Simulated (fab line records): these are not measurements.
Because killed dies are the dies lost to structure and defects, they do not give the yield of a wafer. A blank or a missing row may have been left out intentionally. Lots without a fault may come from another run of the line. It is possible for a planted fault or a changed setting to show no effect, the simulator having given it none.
Matching of chambers | flow nand-harc | NHARC_A_STAIRCASE_DESCUM_11 on rie-diel-11: 4 sister chambers
The step chemistry O2, time 3 s. 18 wafers are shown with their chamber, then 9 later ones without.

== WAFERS WITH THEIR CHAMBER ==
wafer  | chamber | drypump-motor-current-A (A) | showerhead-plenum-p-Torr (Torr) | oes-product-au (a.u.)
L080.3 | 0       | 6.1                         | 1.94                            | 1.002
L080.5 | 0       | 6.1                         | 1.94                            | 0.994
L080.6 | 3       | 5.5                         | 1.95                            | 0.988
L082.1 | 3       | 5.5                         | 1.94                            | 0.998
L082.2 | 1       | 5.9                         | 1.94                            | 1.004
L082.3 | 0       | 6.1                         | 1.93                            | 1.003
L088.4 | 2       | 5.4                         | 2.00                            | 1.019
L088.5 | 3       | 5.5                         | 1.94                            | 1.003
L088.6 | 2       | 5.4                         | 2.00                            | 1.003
L085.1 | 2       | 5.4                         | 2.00                            | 1.014
L085.2 | 3       | 5.5                         | 1.94                            | 0.996
L085.4 | 1       | 5.8                         | 1.93                            | 0.994
L086.1 | 3       | 5.4                         | 1.94                            | 0.995
L086.4 | 2       | 5.4                         | 2.00                            | 1.009
L086.5 | 1       | 5.9                         | 1.93                            | 0.989
L089.1 | 1       | 5.8                         | 1.93                            | 0.992
L089.2 | 3       | 5.5                         | 1.94                            | 0.988
L089.5 | 0       | 6.1                         | 1.93                            | 1.001

SIGNATURES (means of the wafers above)
reading                  | chamber 0 | chamber 1 | chamber 2 | chamber 3 | scatter within a chamber
drypump-motor-current-A  | 6.100     | 5.850     | 5.400     | 5.483     | 0.0362
showerhead-plenum-p-Torr | 1.9350    | 1.9325    | 2.0000    | 1.9417    | 0.0043
oes-product-au           | 1.00000   | 0.99475   | 1.01125   | 0.99467   | 0.00591
Rule: distance of a wafer from a chamber = root of the sum over the readings of ((wafer's reading minus chamber's mean) / reading's scatter) squared. If the next closest chamber is less than 2 further off than the closest, the wafer can't be placed; otherwise it belongs to the closest. The scatter: take each reading less its chamber's mean, square it, sum over the shown wafers, divide by the number of wafers less the number of chambers, and take the root.

== WAFERS WHOSE CHAMBER IS MISSING ==
wafer  | drypump-motor-current-A (A) | showerhead-plenum-p-Torr (Torr) | oes-product-au (a.u.)
L090.1 | 5.8                         | 1.93                            | 1.002
L090.2 | 5.4                         | 1.99                            | 1.024
L090.4 | 6.1                         | 1.93                            | 1.001
L092.1 | 6.1                         | 1.93                            | 1.010
L092.3 | 5.8                         | 1.93                            | 0.990
L092.4 | 5.4                         | 1.99                            | 1.002
L094.1 | 5.5                         | 1.93                            | 0.998
L094.2 | 5.9                         | 1.93                            | 1.000
L094.6 | 5.8                         | 1.93                            | 1.006

== WHICH CHAMBER EACH WENT THROUGH ==
wafer  | from the rows above | in truth
L090.1 | 1                   | 1
L090.2 | 2                   | 2
L090.4 | 0                   | 0
L092.1 | 0                   | 0
L092.3 | 1                   | 1
L092.4 | 2                   | 2
L094.1 | 3                   | 3
L094.2 | 1                   | 1
L094.6 | 1                   | 1
Correctly placed: 9 of 9. From these rows, 0 cannot be placed. 0 placed wrongly.
